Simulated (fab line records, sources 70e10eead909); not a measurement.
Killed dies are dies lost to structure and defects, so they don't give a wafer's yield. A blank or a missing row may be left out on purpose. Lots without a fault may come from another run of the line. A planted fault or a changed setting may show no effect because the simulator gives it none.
Problem report in the 8D (eight disciplines) form, filled by code | flow nand_harc | the parts of the form that need people (team, actions taken, sign-off) are left out

1. THE PROBLEM
sort_bin_3_pct at NHARC_END_SORT_01 reads a mean of 3.45 % on 6 wafers of 2 lots; wafers without a fault read 0.22 % with a standard deviation of 0.2. That is +16 standard deviations from the usual mean.
First seen on wafer L179.1, day 21 05:53, on prober-02. The record holds 9 wafers of 3 lots with a number at this step. Rule for "out", or "out of limits": more than 4 standard deviations from the usual mean. The other wafers with a number count as sound.

2. WHAT IT IS AND WHAT IT IS NOT
question                    | is                     | is not
which readings at this step | sort_bin_3_pct         | killed_at_other, killed_at_periphery, killed_short
which lots                  | L178, L179             | L180
which wafers of those lots  | all that have a number | -
read on which gauges        | prober-01, prober-02   | -
when                        | from day 21 05:53      | up to then (0 sound wafers); but 3 sound wafers of L180 came after

3. SUSPECTS, AND WHAT RULES EACH OUT
Counting: a tool at a process step up to the reading stays a suspect if it ran every lot that is out and no sound lot after the first of them.
- the gauge at NHARC_END_SORT_01: ruled out. The wafers that are out were read on 2 gauges (prober-01, prober-02).
- rie_diel-03 at NHARC_A_BONDPAD_ETCH_24 (etches the open film in CF4/N2, target depth 30 nm, time 72.99 s): kept. It ran every lot that is out, first L178 (day 19 23:37), and no sound lot after that.
- plasma_asher-02 at NHARC_THIN_TSV_STRIP_45 (strips in O2): ruled out as a lasting fault. Sound lots L180 ran on it after its first lot that is out, L178 (day 20 15:11).
- pvd_sputter-02 at NHARC_THIN_TSV_PRE_CLEAN_50 (time 30 s): kept. It ran every lot that is out, first L179 (day 21 05:53), and no sound lot after that. NHARC_THIN_TSV_PRE_CLEAN_50 gives no start for some lots, so the hours and the order of its lots are those of NHARC_END_SORT_01.
Left after counting: rie_diel-03 at NHARC_A_BONDPAD_ETCH_24, pvd_sputter-02 at NHARC_THIN_TSV_PRE_CLEAN_50.

4. THE CAUSE (what the simulator had put in)
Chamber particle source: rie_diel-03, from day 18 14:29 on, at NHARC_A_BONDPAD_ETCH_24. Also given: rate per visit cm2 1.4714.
Counting left 2 suspects, and this tool is among them.

5. THE CHAIN OF EFFECTS, in route order
Each row: a reading whose mean over the struck wafers that have a number lies more than 3 standard deviations from the usual. Only readings for which the record gives a usual standard deviation are gone through. hours: the time from each lot's start at the first step in this table that gives one to its start at this step, as a median over the lots. sigmas: the change in usual standard deviations.
hours | step              | reading              | usual  | on struck wafers | change | sigmas
0     | NHARC_END_SORT_01 | defect_limited_yield | 95.7 % | 85.6             | -10.1  | -6.7
0     | NHARC_END_SORT_01 | killed_at_array      | 25     | 93               | +68    | +7.2
0     | NHARC_END_SORT_01 | killed_dies          | 29     | 97               | +68    | +6.8
0     | NHARC_END_SORT_01 | sort_bin_2_pct       | 1.4 %  | 5.6              | +4.2   | +6.7
0     | NHARC_END_SORT_01 | sort_bin_3_pct       | 0.22 % | 3.45             | +3.23  | +16
0     | NHARC_END_SORT_01 | sort_n_pass          | 648    | 580              | -68    | -6.8
0     | NHARC_END_SORT_01 | sort_yield_pct       | 95.7 % | 85.6             | -10.1  | -6.7

6. WHAT WOULD HAVE CAUGHT IT SOONER
In this record the first reading out of limits at a measuring or inspecting step was taken at day 21 05:53, 63 hours after the fault began at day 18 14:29.
Of the tool readings at NHARC_A_BONDPAD_ETCH_24 for which the record gives a usual standard deviation, none was out on any struck wafer, so an alarm limit of 4 standard deviations on them would not have fired.
All the lots that are out (2) had begun NHARC_A_BONDPAD_ETCH_24 on rie_diel-03 by day 21 05:53. A hold on the tool at that time would have spared none of them.
